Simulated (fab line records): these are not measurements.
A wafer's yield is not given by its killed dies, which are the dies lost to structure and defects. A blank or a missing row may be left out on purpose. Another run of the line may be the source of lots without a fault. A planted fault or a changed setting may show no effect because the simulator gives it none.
Matching of chambers | flow nand harc | ald hk-01 running NHARC_A_CHANNEL_FILL_D1_ALD_14: 4 sister chambers
The step deposits SiO2, target thk 2.5 nm, pulse time 10 s, ald cycles 25. 4 wafers are shown with their chamber, then 7 later ones without.

## EACH WAFER AND ITS CHAMBER
wafer  | chamber | heater power w (W)
L075.6 | 2       | 496
L081.6 | 0       | 482
L090.1 | 1       | 413
L090.2 | 3       | 437

## WAFERS WITHOUT THEIR CHAMBER
wafer  | heater power w (W)
L090.5 | 426
L094.3 | 474
L094.4 | 429
L094.5 | 479
L096.1 | 434
L096.2 | 428
L096.4 | 472

## EACH ONE'S CHAMBER
wafer  | from the rows above     | in truth
L090.5 | can't be placed: 3 or 1 | 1
L094.3 | can't be placed: 0 or 2 | 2
L094.4 | can't be placed: 3 or 1 | 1
L094.5 | can't be placed: 0 or 2 | 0
L096.1 | 3                       | 3
L096.2 | can't be placed: 3 or 1 | 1
L096.4 | can't be placed: 0 or 2 | 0
Correct placement for 1 of the 7. From these rows, 6 cannot be placed; in 6 the true chamber is one of the candidates. Placed wrongly: 0.
How it was worked out, from the rows above alone: a wafer's distance from a chamber is the root of the sum, over the readings, of the square of ((its reading less the chamber's mean) divided by the reading's scatter). The wafer belongs to the nearest chamber; if the next one is less than 2 further off, it can't be placed. For every chamber, the mean is computed from those of its wafers that are shown. The scatter: with one shown wafer a chamber, the root of the mean of the squares of how far each hidden wafer lies from its nearest shown one.
